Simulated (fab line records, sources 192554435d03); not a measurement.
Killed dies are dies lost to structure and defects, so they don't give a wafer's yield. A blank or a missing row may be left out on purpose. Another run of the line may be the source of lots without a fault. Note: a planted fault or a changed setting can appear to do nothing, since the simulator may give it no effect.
Matching of chambers	flow n5 finfet	N5_STI_FIN_REVEAL_ETCH_34 on rie si-02 has 4 sister chambers
The step etches Si in H2, material Si, target depth 0.97 nm. 16 wafers are shown with their chamber, then 8 later ones without.

== WAFERS, EACH WITH ITS CHAMBER ==
wafer	chamber	throttle valve pct (%)	oes product au (a.u.)
L076.1	1	25.1	1.017
L076.2	0	24.9	0.994
L076.4	2	26.1	1.025
L078.3	2	26.1	1.029
L078.4	1	25.1	1.018
L078.5	3	25.9	1.007
L079.1	2	26.1	1.035
L079.3	0	25.0	0.994
L079.4	3	25.9	1.013
L080.2	2	26.1	1.024
L080.5	1	25.1	1.022
L080.6	2	26.1	1.022
L083.1	2	26.1	1.021
L083.4	0	25.0	0.990
L083.5	1	25.1	1.021
L086.1	0	25.0	1.000

SIGNATURES (averages over the wafers above)
reading	chamber 0	chamber 1	chamber 2	chamber 3	scatter within a chamber
throttle valve pct	24.975	25.100	26.100	25.900	0.025
oes product au	0.99450	1.01950	1.02600	1.01000	0.0043
Rule: a wafer's distance from a chamber is the root of the sum, over the readings, of the square of ((its reading less the chamber's mean) divided by the reading's scatter). If the next closest chamber is less than 2 further off than the closest, the wafer can't be placed; otherwise it belongs to the closest. The scatter: take each reading less its chamber's mean, square it, sum over the shown wafers, divide by the number of wafers less the number of chambers, and take the root.

== WAFERS WHOSE CHAMBER IS MISSING ==
wafer	throttle valve pct (%)	oes product au (a.u.)
L086.3	26.1	1.025
L086.5	25.1	1.004
L092.2	26.1	1.022
L092.4	25.1	1.011
L092.5	25.9	1.018
L096.2	25.9	1.008
L096.4	25.1	1.018
L096.5	25.9	1.008

== THE CHAMBER EACH PASSED THROUGH ==
wafer	from the rows above	in truth
L086.3	2	2
L086.5	can't be placed: 1 or 0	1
L092.2	2	2
L092.4	1	1
L092.5	3	3
L096.2	3	3
L096.4	1	1
L096.5	3	3
7 of 8 placed correctly. Can't be placed from these rows: 1 (the true chamber is among the candidates in 1). 0 placed wrongly.
